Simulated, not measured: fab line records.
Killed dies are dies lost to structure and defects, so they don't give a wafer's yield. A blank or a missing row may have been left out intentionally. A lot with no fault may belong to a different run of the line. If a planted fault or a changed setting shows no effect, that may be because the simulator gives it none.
fab line records / flow n5-finfet
[record] lots = 11 wafers = 31 last-day = 17
route steps=1938 shown BEOL_M5@1149
lots untouched by any fault: they come from a run of this same line in which no faults occurred
start-h: hours from the record's first day to the start of the lot's first wafer shown / wait-h: hours from the lot's prior step to this one / " as in the row above / L1.1+2: several wafers, shown together as one row / - either no value or no given start / * or withheld: withheld / < > ~ a bound
route shown NAME@n: NAME is a module with steps in the file, n the number in the route of the first one / usual: the fault-free wafers' mean and standard deviation / same: alike in all rows / chamber/n: place in a boat / sites: readings site by site / _std_site: the values' standard deviation / _edge_site: mean of outer sites minus mean of inner sites / radius-mm: for every site, how far away it sits from the centre of the wafer / mask NAME#n: copy n / behind: the last tool/chamber to shape the wafer / hold: what put the lot on hold/how long, in hours/how the hold closed / device: the n, p or np transistor that did not switch / end of line: tests run on the same wafers once the route is complete / for a step that has no rows: nothing shown but its recipe / killed: at the first sort, the dies lost to defects and structure; wafer yield is something else / map: a wafer's dies, x killed, . not, _ none there
set.NAME: the setting as run; set.NAME@STEP: as run at that earlier step / model.NAME: the simulator's own value behind a step, which no gauge read
route steps across a sampled set of lots; one table per step, one row per wafer
services: a tool's chamber out of use, with start hour (start-h, from the record's first day; less than 0 if before it), hours out, and reason
[[steps]]
[step N5_BEOL_M5_OVL_MEAS_29]
[recipe] points-per-wafer = 522
[usual] V4_OVL = -0.4/0.63
lot.wafer=L141.1 tool=overlay-01 chamber=0 start-h=175.80 wait-h=0.0 V4_OVL[nm]=-0.3
lot.wafer=L141.3 tool=overlay-01 chamber=0 start-h=175.80 wait-h=0.0 V4_OVL[nm]=0.2
lot.wafer=L141.6 tool=overlay-01 chamber=0 start-h=175.80 wait-h=0.0 V4_OVL[nm]=-1.1
lot.wafer=L140.2 tool=overlay-02 chamber=0 start-h=179.06 wait-h=0.0 V4_OVL[nm]=-0.6
lot.wafer=L140.4 tool=overlay-02 chamber=0 start-h=179.06 wait-h=0.0 V4_OVL[nm]=-0.5
lot.wafer=L140.5 tool=overlay-02 chamber=0 start-h=179.06 wait-h=0.0 V4_OVL[nm]=-0.7
lot.wafer=L143.2 tool=overlay-02 chamber=0 start-h=191.30 wait-h=0.0 V4_OVL[nm]=-0.7
lot.wafer=L143.3 tool=overlay-02 chamber=0 start-h=191.30 wait-h=0.0 V4_OVL[nm]=0.0
lot.wafer=L143.6 tool=overlay-02 chamber=0 start-h=191.30 wait-h=0.0 V4_OVL[nm]=-0.2
lot.wafer=L142.1 tool=overlay-01 chamber=0 start-h=197.52 wait-h=0.0 V4_OVL[nm]=-0.3
lot.wafer=L142.2 tool=overlay-01 chamber=0 start-h=197.52 wait-h=0.0 V4_OVL[nm]=0.1
lot.wafer=L142.3 tool=overlay-01 chamber=0 start-h=197.52 wait-h=0.0 V4_OVL[nm]=-1.0
lot.wafer=L150.1 tool=overlay-01 chamber=0 start-h=231.25 wait-h=0.0 V4_OVL[nm]=-1.0
lot.wafer=L150.5 tool=overlay-01 chamber=0 start-h=231.25 wait-h=0.0 V4_OVL[nm]=-0.6
lot.wafer=L150.6 tool=overlay-01 chamber=0 start-h=231.25 wait-h=0.0 V4_OVL[nm]=-0.2
lot.wafer=L152.1 tool=overlay-02 chamber=0 start-h=252.63 wait-h=0.0 V4_OVL[nm]=-0.2
lot.wafer=L152.3 tool=overlay-02 chamber=0 start-h=252.63 wait-h=0.0 V4_OVL[nm]=-0.1
lot.wafer=L152.4 tool=overlay-02 chamber=0 start-h=252.63 wait-h=0.0 V4_OVL[nm]=-0.2
lot.wafer=L156.3 tool=overlay-01 chamber=0 start-h=265.79 wait-h=0.0 V4_OVL[nm]=-0.5
lot.wafer=L156.4 tool=overlay-01 chamber=0 start-h=265.79 wait-h=0.0 V4_OVL[nm]=0.1
lot.wafer=L156.6 tool=overlay-01 chamber=0 start-h=265.79 wait-h=0.0 V4_OVL[nm]=0.6
lot.wafer=L159.3 tool=overlay-01 chamber=0 start-h=281.78 wait-h=0.0 V4_OVL[nm]=-0.3
lot.wafer=L159.4 tool=overlay-01 chamber=0 start-h=281.78 wait-h=0.0 V4_OVL[nm]=0.4
lot.wafer=L158.1 tool=overlay-01 chamber=0 start-h=285.95 wait-h=0.0 V4_OVL[nm]=-0.8
lot.wafer=L158.2 tool=overlay-01 chamber=0 start-h=285.95 wait-h=0.0 V4_OVL[nm]=-0.5
lot.wafer=L158.6 tool=overlay-01 chamber=0 start-h=285.95 wait-h=0.0 V4_OVL[nm]=-1.1
lot.wafer=L162.1 tool=overlay-01 chamber=0 start-h=298.69 wait-h=0.0 V4_OVL[nm]=-1.2
lot.wafer=L162.5 tool=overlay-01 chamber=0 start-h=298.69 wait-h=0.0 V4_OVL[nm]=-0.5
lot.wafer=L163.2 tool=overlay-01 chamber=0 start-h=304.87 wait-h=0.0 V4_OVL[nm]=0.1
lot.wafer=L163.3 tool=overlay-01 chamber=0 start-h=304.87 wait-h=0.0 V4_OVL[nm]=-0.3
lot.wafer=L163.6 tool=overlay-01 chamber=0 start-h=304.87 wait-h=0.0 V4_OVL[nm]=0.5
[step N5_BEOL_M5_VIA_ETCH_34]
[recipe] chemistry = C4F6/O2 target = SiCOH_lowk target-depth-a = 883 mask-material = SOC taper-deg = 4 time-s = 39.2 ion-energy-ev = 250 pressure-mtorr = 30 source-w = 345 bias-w = 185 Ar_flow_sccm = 300 C4F6_flow_sccm = 10 O2_flow_sccm = 10
[usual] bias-w = 185.0/0.57 drypump-motor-current-A = 5.8/0.42 oes-product-au = 0.80/0.064 rf-vpp-V = 661/8.8 showerhead-plenum-p-Torr = 2.87/0.11 throttle-valve-pct = 20.85/0.28
lot.wafer=L141.1 tool=rie-diel-02 chamber=0 start-h=176.07 wait-h=0.0 bias-w=184.4 drypump-motor-current-A=5.1 oes-product-au=0.75 rf-hours-counter-h=155 rf-vpp-V=670 showerhead-plenum-p-Torr=2.99 throttle-valve-pct=21.26
lot.wafer=L141.3 tool=rie-diel-02 chamber=2 start-h=176.07 wait-h=0.0 bias-w=186.1 drypump-motor-current-A=6.5 oes-product-au=0.79 rf-hours-counter-h=79 rf-vpp-V=654 showerhead-plenum-p-Torr=2.74 throttle-valve-pct=21.14
lot.wafer=L141.6 tool=rie-diel-02 chamber=1 start-h=176.07 wait-h=0.0 bias-w=185.2 drypump-motor-current-A=5.7 oes-product-au=0.90 rf-hours-counter-h=- rf-vpp-V=653 showerhead-plenum-p-Torr=3.01 throttle-valve-pct=20.56
lot.wafer=L140.2 tool=rie-diel-04 chamber=3 start-h=179.33 wait-h=0.0 bias-w=186.1 drypump-motor-current-A=6.0 oes-product-au=0.90 rf-hours-counter-h=23 rf-vpp-V=652 showerhead-plenum-p-Torr=2.89 throttle-valve-pct=20.91
lot.wafer=L140.4 tool=rie-diel-04 chamber=0 start-h=179.33 wait-h=0.0 bias-w=185.6 drypump-motor-current-A=5.7 oes-product-au=0.93 rf-hours-counter-h=13 rf-vpp-V=671 showerhead-plenum-p-Torr=2.77 throttle-valve-pct=20.44
lot.wafer=L140.5 tool=rie-diel-04 chamber=0 start-h=179.33 wait-h=0.0 bias-w=184.8 drypump-motor-current-A=5.7 oes-product-au=0.93 rf-hours-counter-h=- rf-vpp-V=672 showerhead-plenum-p-Torr=2.77 throttle-valve-pct=20.46
lot.wafer=L143.2 tool=rie-diel-06 chamber=3 start-h=191.57 wait-h=0.0 bias-w=184.9 drypump-motor-current-A=5.6 oes-product-au=0.73 rf-hours-counter-h=165 rf-vpp-V=678 showerhead-plenum-p-Torr=2.93 throttle-valve-pct=20.69
lot.wafer=L143.3 tool=rie-diel-06 chamber=1 start-h=191.57 wait-h=0.0 bias-w=185.6 drypump-motor-current-A=6.2 oes-product-au=0.85 rf-hours-counter-h=52 rf-vpp-V=653 showerhead-plenum-p-Torr=2.78 throttle-valve-pct=20.56
lot.wafer=L143.6 tool=rie-diel-06 chamber=1 start-h=191.57 wait-h=0.0 bias-w=184.9 drypump-motor-current-A=6.2 oes-product-au=0.86 rf-hours-counter-h=- rf-vpp-V=654 showerhead-plenum-p-Torr=2.78 throttle-valve-pct=20.57
lot.wafer=L142.1 tool=rie-diel-06 chamber=1 start-h=197.79 wait-h=0.0 bias-w=185.2 drypump-motor-current-A=6.2 oes-product-au=0.85 rf-hours-counter-h=54 rf-vpp-V=653 showerhead-plenum-p-Torr=2.78 throttle-valve-pct=20.55
lot.wafer=L142.2 tool=rie-diel-06 chamber=3 start-h=197.79 wait-h=0.0 bias-w=185.2 drypump-motor-current-A=5.6 oes-product-au=0.74 rf-hours-counter-h=167 rf-vpp-V=676 showerhead-plenum-p-Torr=2.93 throttle-valve-pct=20.70
lot.wafer=L142.3 tool=rie-diel-06 chamber=2 start-h=197.79 wait-h=0.0 bias-w=184.4 drypump-motor-current-A=6.0 oes-product-au=0.82 rf-hours-counter-h=86 rf-vpp-V=671 showerhead-plenum-p-Torr=2.99 throttle-valve-pct=20.66
lot.wafer=L150.1 tool=rie-diel-02 chamber=2 start-h=231.90 wait-h=0.0 bias-w=186.0 drypump-motor-current-A=6.5 oes-product-au=0.77 rf-hours-counter-h=97 rf-vpp-V=655 showerhead-plenum-p-Torr=2.74 throttle-valve-pct=21.18
lot.wafer=L150.5 tool=rie-diel-02 chamber=1 start-h=231.90 wait-h=0.0 bias-w=161.5 drypump-motor-current-A=5.6 oes-product-au=0.85 rf-hours-counter-h=- rf-vpp-V=588 showerhead-plenum-p-Torr=3.00 throttle-valve-pct=20.58
lot.wafer=L150.6 tool=rie-diel-02 chamber=0 start-h=231.90 wait-h=0.0 bias-w=184.4 drypump-motor-current-A=5.1 oes-product-au=0.74 rf-hours-counter-h=- rf-vpp-V=667 showerhead-plenum-p-Torr=2.98 throttle-valve-pct=21.27
lot.wafer=L152.1 tool=rie-diel-02 chamber=2 start-h=252.95 wait-h=0.0 bias-w=184.1 drypump-motor-current-A=6.5 oes-product-au=0.77 rf-hours-counter-h=105 rf-vpp-V=655 showerhead-plenum-p-Torr=2.73 throttle-valve-pct=21.19
lot.wafer=L152.3 tool=rie-diel-02 chamber=1 start-h=252.95 wait-h=0.0 bias-w=162.5 drypump-motor-current-A=5.6 oes-product-au=0.84 rf-hours-counter-h=68 rf-vpp-V=586 showerhead-plenum-p-Torr=3.00 throttle-valve-pct=20.60
lot.wafer=L152.4 tool=rie-diel-02 chamber=1 start-h=252.95 wait-h=0.0 bias-w=161.2 drypump-motor-current-A=5.6 oes-product-au=0.83 rf-hours-counter-h=- rf-vpp-V=587 showerhead-plenum-p-Torr=3.00 throttle-valve-pct=20.59
lot.wafer=L156.3 tool=rie-diel-06 chamber=3 start-h=266.05 wait-h=0.0 bias-w=184.5 drypump-motor-current-A=5.6 oes-product-au=0.73 rf-hours-counter-h=188 rf-vpp-V=676 showerhead-plenum-p-Torr=2.92 throttle-valve-pct=20.72
lot.wafer=L156.4 tool=rie-diel-06 chamber=1 start-h=266.05 wait-h=0.0 bias-w=185.0 drypump-motor-current-A=6.2 oes-product-au=0.82 rf-hours-counter-h=- rf-vpp-V=653 showerhead-plenum-p-Torr=2.77 throttle-valve-pct=20.59
lot.wafer=L156.6 tool=rie-diel-06 chamber=3 start-h=266.05 wait-h=0.0 bias-w=183.7 drypump-motor-current-A=5.6 oes-product-au=0.73 rf-hours-counter-h=- rf-vpp-V=678 showerhead-plenum-p-Torr=2.92 throttle-valve-pct=20.72
lot.wafer=L159.3 tool=rie-diel-04 chamber=2 start-h=282.04 wait-h=0.0 bias-w=184.9 drypump-motor-current-A=5.4 oes-product-au=0.80 rf-hours-counter-h=124 rf-vpp-V=656 showerhead-plenum-p-Torr=2.74 throttle-valve-pct=20.97
lot.wafer=L159.4 tool=rie-diel-04 chamber=0 start-h=282.04 wait-h=0.0 bias-w=184.5 drypump-motor-current-A=5.7 oes-product-au=0.87 rf-hours-counter-h=- rf-vpp-V=671 showerhead-plenum-p-Torr=2.76 throttle-valve-pct=20.49
lot.wafer=L158.1 tool=rie-diel-04 chamber=2 start-h=286.56 wait-h=0.0 bias-w=184.9 drypump-motor-current-A=5.3 oes-product-au=0.79 rf-hours-counter-h=126 rf-vpp-V=657 showerhead-plenum-p-Torr=2.73 throttle-valve-pct=20.98
lot.wafer=L158.2 tool=rie-diel-04 chamber=3 start-h=286.56 wait-h=0.0 bias-w=184.9 drypump-motor-current-A=6.0 oes-product-au=0.85 rf-hours-counter-h=57 rf-vpp-V=650 showerhead-plenum-p-Torr=2.88 throttle-valve-pct=20.96
lot.wafer=L158.6 tool=rie-diel-04 chamber=3 start-h=286.56 wait-h=0.0 bias-w=184.7 drypump-motor-current-A=6.0 oes-product-au=0.86 rf-hours-counter-h=- rf-vpp-V=648 showerhead-plenum-p-Torr=2.88 throttle-valve-pct=20.96
lot.wafer=L162.1 tool=rie-diel-06 chamber=2 start-h=298.97 wait-h=0.0 bias-w=186.4 drypump-motor-current-A=6.0 oes-product-au=0.78 rf-hours-counter-h=119 rf-vpp-V=671 showerhead-plenum-p-Torr=2.97 throttle-valve-pct=20.72
lot.wafer=L162.5 tool=rie-diel-06 chamber=2 start-h=298.97 wait-h=0.0 bias-w=185.1 drypump-motor-current-A=6.0 oes-product-au=0.79 rf-hours-counter-h=- rf-vpp-V=671 showerhead-plenum-p-Torr=2.97 throttle-valve-pct=20.70
lot.wafer=L163.2 tool=rie-diel-02 chamber=3 start-h=305.14 wait-h=0.0 bias-w=184.9 drypump-motor-current-A=5.9 oes-product-au=0.79 rf-hours-counter-h=102 rf-vpp-V=662 showerhead-plenum-p-Torr=3.01 throttle-valve-pct=20.52
lot.wafer=L163.3 tool=rie-diel-02 chamber=0 start-h=305.14 wait-h=0.0 bias-w=185.8 drypump-motor-current-A=5.1 oes-product-au=0.72 rf-hours-counter-h=197 rf-vpp-V=669 showerhead-plenum-p-Torr=2.97 throttle-valve-pct=21.31
lot.wafer=L163.6 tool=rie-diel-02 chamber=3 start-h=305.14 wait-h=0.0 bias-w=185.0 drypump-motor-current-A=5.9 oes-product-au=0.80 rf-hours-counter-h=- rf-vpp-V=664 showerhead-plenum-p-Torr=3.01 throttle-valve-pct=20.53
[step N5_BEOL_M5_TRENCH_ETCH_37]
[recipe] chemistry = C4F6/O2 target-depth-a = 716.52 target = SiCOH_lowk time-s = 24.7 ion-energy-ev = 250 pressure-mtorr = 30 source-w = 345 bias-w = 185 Ar_flow_sccm = 300 C4F6_flow_sccm = 10 O2_flow_sccm = 10
[usual] bias-w = 185.0/0.55 drypump-motor-current-A = 5.8/0.42 oes-product-au = 0.80/0.063 rf-vpp-V = 661/8.7 showerhead-plenum-p-Torr = 2.87/0.11 throttle-valve-pct = 20.89/0.28
lot.wafer=L141.1 tool=rie-diel-02 chamber=0 start-h=- wait-h=- bias-w=185.1 drypump-motor-current-A=5.1 oes-product-au=0.75 rf-hours-counter-h=155 rf-vpp-V=667 showerhead-plenum-p-Torr=2.99 throttle-valve-pct=21.31
lot.wafer=L141.3 tool=rie-diel-02 chamber=2 start-h=- wait-h=- bias-w=183.6 drypump-motor-current-A=6.5 oes-product-au=0.79 rf-hours-counter-h=79 rf-vpp-V=653 showerhead-plenum-p-Torr=2.74 throttle-valve-pct=21.19
lot.wafer=L141.6 tool=rie-diel-02 chamber=1 start-h=- wait-h=- bias-w=185.4 drypump-motor-current-A=5.6 oes-product-au=0.89 rf-hours-counter-h=- rf-vpp-V=654 showerhead-plenum-p-Torr=3.01 throttle-valve-pct=20.58
lot.wafer=L140.2 tool=rie-diel-04 chamber=3 start-h=- wait-h=- bias-w=184.5 drypump-motor-current-A=6.0 oes-product-au=0.91 rf-hours-counter-h=23 rf-vpp-V=651 showerhead-plenum-p-Torr=2.89 throttle-valve-pct=20.94
lot.wafer=L140.4 tool=rie-diel-04 chamber=0 start-h=- wait-h=- bias-w=185.5 drypump-motor-current-A=5.6 oes-product-au=0.93 rf-hours-counter-h=13 rf-vpp-V=671 showerhead-plenum-p-Torr=2.77 throttle-valve-pct=20.48
lot.wafer=L140.5 tool=rie-diel-04 chamber=0 start-h=- wait-h=- bias-w=184.5 drypump-motor-current-A=5.7 oes-product-au=0.93 rf-hours-counter-h=- rf-vpp-V=671 showerhead-plenum-p-Torr=2.77 throttle-valve-pct=20.46
lot.wafer=L143.2 tool=rie-diel-06 chamber=3 start-h=- wait-h=- bias-w=184.6 drypump-motor-current-A=5.6 oes-product-au=0.74 rf-hours-counter-h=165 rf-vpp-V=677 showerhead-plenum-p-Torr=2.93 throttle-valve-pct=20.73
lot.wafer=L143.3 tool=rie-diel-06 chamber=1 start-h=- wait-h=- bias-w=184.9 drypump-motor-current-A=6.2 oes-product-au=0.85 rf-hours-counter-h=52 rf-vpp-V=652 showerhead-plenum-p-Torr=2.78 throttle-valve-pct=20.59
lot.wafer=L143.6 tool=rie-diel-06 chamber=1 start-h=- wait-h=- bias-w=184.0 drypump-motor-current-A=6.2 oes-product-au=0.86 rf-hours-counter-h=- rf-vpp-V=653 showerhead-plenum-p-Torr=2.78 throttle-valve-pct=20.57
lot.wafer=L142.1 tool=rie-diel-06 chamber=1 start-h=- wait-h=- bias-w=185.0 drypump-motor-current-A=6.2 oes-product-au=0.86 rf-hours-counter-h=55 rf-vpp-V=653 showerhead-plenum-p-Torr=2.78 throttle-valve-pct=20.58
lot.wafer=L142.2 tool=rie-diel-06 chamber=3 start-h=- wait-h=- bias-w=184.8 drypump-motor-current-A=5.6 oes-product-au=0.75 rf-hours-counter-h=167 rf-vpp-V=677 showerhead-plenum-p-Torr=2.93 throttle-valve-pct=20.72
lot.wafer=L142.3 tool=rie-diel-06 chamber=2 start-h=- wait-h=- bias-w=185.3 drypump-motor-current-A=6.0 oes-product-au=0.81 rf-hours-counter-h=86 rf-vpp-V=671 showerhead-plenum-p-Torr=2.99 throttle-valve-pct=20.70
lot.wafer=L150.1 tool=rie-diel-02 chamber=2 start-h=- wait-h=- bias-w=185.1 drypump-motor-current-A=6.5 oes-product-au=0.77 rf-hours-counter-h=97 rf-vpp-V=654 showerhead-plenum-p-Torr=2.74 throttle-valve-pct=21.21
lot.wafer=L150.5 tool=rie-diel-02 chamber=1 start-h=- wait-h=- bias-w=184.9 drypump-motor-current-A=5.7 oes-product-au=0.86 rf-hours-counter-h=- rf-vpp-V=653 showerhead-plenum-p-Torr=3.00 throttle-valve-pct=20.62
lot.wafer=L150.6 tool=rie-diel-02 chamber=0 start-h=- wait-h=- bias-w=184.7 drypump-motor-current-A=5.1 oes-product-au=0.74 rf-hours-counter-h=- rf-vpp-V=669 showerhead-plenum-p-Torr=2.98 throttle-valve-pct=21.33
lot.wafer=L152.1 tool=rie-diel-02 chamber=2 start-h=- wait-h=- bias-w=185.4 drypump-motor-current-A=6.5 oes-product-au=0.77 rf-hours-counter-h=105 rf-vpp-V=654 showerhead-plenum-p-Torr=2.73 throttle-valve-pct=21.22
lot.wafer=L152.3 tool=rie-diel-02 chamber=1 start-h=- wait-h=- bias-w=184.5 drypump-motor-current-A=5.6 oes-product-au=0.86 rf-hours-counter-h=68 rf-vpp-V=654 showerhead-plenum-p-Torr=3.00 throttle-valve-pct=20.63
lot.wafer=L152.4 tool=rie-diel-02 chamber=1 start-h=- wait-h=- bias-w=184.7 drypump-motor-current-A=5.6 oes-product-au=0.85 rf-hours-counter-h=- rf-vpp-V=653 showerhead-plenum-p-Torr=3.00 throttle-valve-pct=20.63
lot.wafer=L156.3 tool=rie-diel-06 chamber=3 start-h=- wait-h=- bias-w=184.4 drypump-motor-current-A=5.6 oes-product-au=0.74 rf-hours-counter-h=188 rf-vpp-V=678 showerhead-plenum-p-Torr=2.92 throttle-valve-pct=20.76
lot.wafer=L156.4 tool=rie-diel-06 chamber=1 start-h=- wait-h=- bias-w=186.0 drypump-motor-current-A=6.2 oes-product-au=0.82 rf-hours-counter-h=- rf-vpp-V=651 showerhead-plenum-p-Torr=2.77 throttle-valve-pct=20.63
lot.wafer=L156.6 tool=rie-diel-06 chamber=3 start-h=- wait-h=- bias-w=184.6 drypump-motor-current-A=5.6 oes-product-au=0.73 rf-hours-counter-h=- rf-vpp-V=676 showerhead-plenum-p-Torr=2.92 throttle-valve-pct=20.75
lot.wafer=L159.3 tool=rie-diel-04 chamber=2 start-h=- wait-h=- bias-w=185.3 drypump-motor-current-A=5.4 oes-product-au=0.79 rf-hours-counter-h=124 rf-vpp-V=657 showerhead-plenum-p-Torr=2.73 throttle-valve-pct=21.01
lot.wafer=L159.4 tool=rie-diel-04 chamber=0 start-h=- wait-h=- bias-w=185.1 drypump-motor-current-A=5.6 oes-product-au=0.87 rf-hours-counter-h=- rf-vpp-V=671 showerhead-plenum-p-Torr=2.76 throttle-valve-pct=20.52
lot.wafer=L158.1 tool=rie-diel-04 chamber=2 start-h=- wait-h=- bias-w=185.2 drypump-motor-current-A=5.3 oes-product-au=0.79 rf-hours-counter-h=126 rf-vpp-V=656 showerhead-plenum-p-Torr=2.73 throttle-valve-pct=21.02
lot.wafer=L158.2 tool=rie-diel-04 chamber=3 start-h=- wait-h=- bias-w=184.7 drypump-motor-current-A=6.0 oes-product-au=0.86 rf-hours-counter-h=57 rf-vpp-V=652 showerhead-plenum-p-Torr=2.88 throttle-valve-pct=21.00
lot.wafer=L158.6 tool=rie-diel-04 chamber=3 start-h=- wait-h=- bias-w=185.5 drypump-motor-current-A=6.0 oes-product-au=0.85 rf-hours-counter-h=- rf-vpp-V=649 showerhead-plenum-p-Torr=2.88 throttle-valve-pct=20.99
lot.wafer=L162.1 tool=rie-diel-06 chamber=2 start-h=- wait-h=- bias-w=185.0 drypump-motor-current-A=6.0 oes-product-au=0.78 rf-hours-counter-h=119 rf-vpp-V=670 showerhead-plenum-p-Torr=2.97 throttle-valve-pct=20.73
lot.wafer=L162.5 tool=rie-diel-06 chamber=2 start-h=- wait-h=- bias-w=185.5 drypump-motor-current-A=6.0 oes-product-au=0.78 rf-hours-counter-h=- rf-vpp-V=671 showerhead-plenum-p-Torr=2.97 throttle-valve-pct=20.74
lot.wafer=L163.2 tool=rie-diel-02 chamber=3 start-h=- wait-h=- bias-w=184.8 drypump-motor-current-A=5.9 oes-product-au=0.81 rf-hours-counter-h=102 rf-vpp-V=661 showerhead-plenum-p-Torr=3.01 throttle-valve-pct=20.57
lot.wafer=L163.3 tool=rie-diel-02 chamber=0 start-h=- wait-h=- bias-w=184.8 drypump-motor-current-A=5.1 oes-product-au=0.72 rf-hours-counter-h=197 rf-vpp-V=668 showerhead-plenum-p-Torr=2.97 throttle-valve-pct=21.35
lot.wafer=L163.6 tool=rie-diel-02 chamber=3 start-h=- wait-h=- bias-w=184.4 drypump-motor-current-A=5.8 oes-product-au=0.80 rf-hours-counter-h=- rf-vpp-V=662 showerhead-plenum-p-Torr=3.01 throttle-valve-pct=20.56
[step N5_BEOL_M5_CD_MEAS_35]
[recipe] target-cd-nm = 28 target-cd-y-nm = 24 polarity = opening
[usual] cd-nm = 28.1/0.31
lot.wafer=L141.1 tool=cd-sem-01 chamber=- start-h=176.47 wait-h=0.0 cd-nm=28.3
lot.wafer=L141.3 tool=cd-sem-01 chamber=- start-h=176.47 wait-h=0.0 cd-nm=28.1
lot.wafer=L141.6 tool=cd-sem-01 chamber=- start-h=176.47 wait-h=0.0 cd-nm=28.3
lot.wafer=L140.2 tool=cd-sem-01 chamber=- start-h=179.72 wait-h=0.0 cd-nm=27.7
lot.wafer=L140.4 tool=cd-sem-01 chamber=- start-h=179.72 wait-h=0.0 cd-nm=27.7
lot.wafer=L140.5 tool=cd-sem-01 chamber=- start-h=179.72 wait-h=0.0 cd-nm=27.7
lot.wafer=L143.2 tool=cd-sem-03 chamber=- start-h=191.97 wait-h=0.0 cd-nm=28.1
lot.wafer=L143.3 tool=cd-sem-03 chamber=- start-h=191.97 wait-h=0.0 cd-nm=28.4
lot.wafer=L143.6 tool=cd-sem-03 chamber=- start-h=191.97 wait-h=0.0 cd-nm=27.8
lot.wafer=L142.1 tool=cd-sem-01 chamber=- start-h=198.18 wait-h=0.0 cd-nm=27.9
lot.wafer=L142.2 tool=cd-sem-01 chamber=- start-h=198.18 wait-h=0.0 cd-nm=28.9
lot.wafer=L142.3 tool=cd-sem-01 chamber=- start-h=198.18 wait-h=0.0 cd-nm=28.0
lot.wafer=L150.1 tool=cd-sem-01 chamber=- start-h=232.29 wait-h=0.0 cd-nm=28.0
lot.wafer=L150.5 tool=cd-sem-01 chamber=- start-h=232.29 wait-h=0.0 cd-nm=28.2
lot.wafer=L150.6 tool=cd-sem-01 chamber=- start-h=232.29 wait-h=0.0 cd-nm=27.7
lot.wafer=L152.1 tool=cd-sem-02 chamber=- start-h=253.34 wait-h=0.0 cd-nm=27.7
lot.wafer=L152.3 tool=cd-sem-02 chamber=- start-h=253.34 wait-h=0.0 cd-nm=27.8
lot.wafer=L152.4 tool=cd-sem-02 chamber=- start-h=253.34 wait-h=0.0 cd-nm=28.3
lot.wafer=L156.3 tool=cd-sem-01 chamber=- start-h=266.44 wait-h=0.0 cd-nm=28.3
lot.wafer=L156.4 tool=cd-sem-01 chamber=- start-h=266.44 wait-h=0.0 cd-nm=28.6
lot.wafer=L156.6 tool=cd-sem-01 chamber=- start-h=266.44 wait-h=0.0 cd-nm=28.2
lot.wafer=L159.3 tool=cd-sem-03 chamber=- start-h=282.44 wait-h=0.0 cd-nm=28.5
lot.wafer=L159.4 tool=cd-sem-03 chamber=- start-h=282.44 wait-h=0.0 cd-nm=28.0
lot.wafer=L158.1 tool=cd-sem-01 chamber=- start-h=286.96 wait-h=0.0 cd-nm=28.0
lot.wafer=L158.2 tool=cd-sem-01 chamber=- start-h=286.96 wait-h=0.0 cd-nm=28.3
lot.wafer=L158.6 tool=cd-sem-01 chamber=- start-h=286.96 wait-h=0.0 cd-nm=28.4
lot.wafer=L162.1 tool=cd-sem-01 chamber=- start-h=299.36 wait-h=0.0 cd-nm=28.0
lot.wafer=L162.5 tool=cd-sem-01 chamber=- start-h=299.36 wait-h=0.0 cd-nm=28.3
lot.wafer=L163.2 tool=cd-sem-01 chamber=- start-h=305.53 wait-h=0.0 cd-nm=27.7
lot.wafer=L163.3 tool=cd-sem-01 chamber=- start-h=305.53 wait-h=0.0 cd-nm=28.2
lot.wafer=L163.6 tool=cd-sem-01 chamber=- start-h=305.53 wait-h=0.0 cd-nm=27.8
[[services]]
tool=rie-diel-06 chamber=1 start-h=181.26 hours=7.0 kind=repair
tool=rie-diel-06 chamber=2 start-h=187.71 hours=4.6 kind=repair
tool=rie-diel-02 chamber=3 start-h=240.22 hours=32.8 kind=repair
tool=rie-diel-04 chamber=1 start-h=279.44 hours=3.4 kind=repair
tool=rie-diel-04 chamber=2 start-h=293.66 hours=8.2 kind=repair
[[key]]
[first-sign] step = N5_BEOL_M5_VIA_ETCH_34 reading = bias-w direction = down sigmas = 41 usual = * struck = *
[effect] step = N5_BEOL_M5_VIA_ETCH_34 reading = rf-vpp-V direction = down sigmas = 8.4 usual = 661 struck = 587
met-at N5_BEOL_M5_VIA_ETCH_34
struck-lots L150,L152
struck-wafers L150.5,L152.3,L152.4
not-acting-at N5_BEOL_M5_OVL_MEAS_29,N5_BEOL_M5_TRENCH_ETCH_37,N5_BEOL_M5_CD_MEAS_35
onset-between 176.07 231.90
[fault] kind = process-parameter-drift tool = rie-diel-02 chamber = 1 onset-h = 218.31 steps = N5_BEOL_M5_VIA_ETCH_34 channel = bias-w offset = * shape = step end-h = 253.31 acts-in = * stated = *
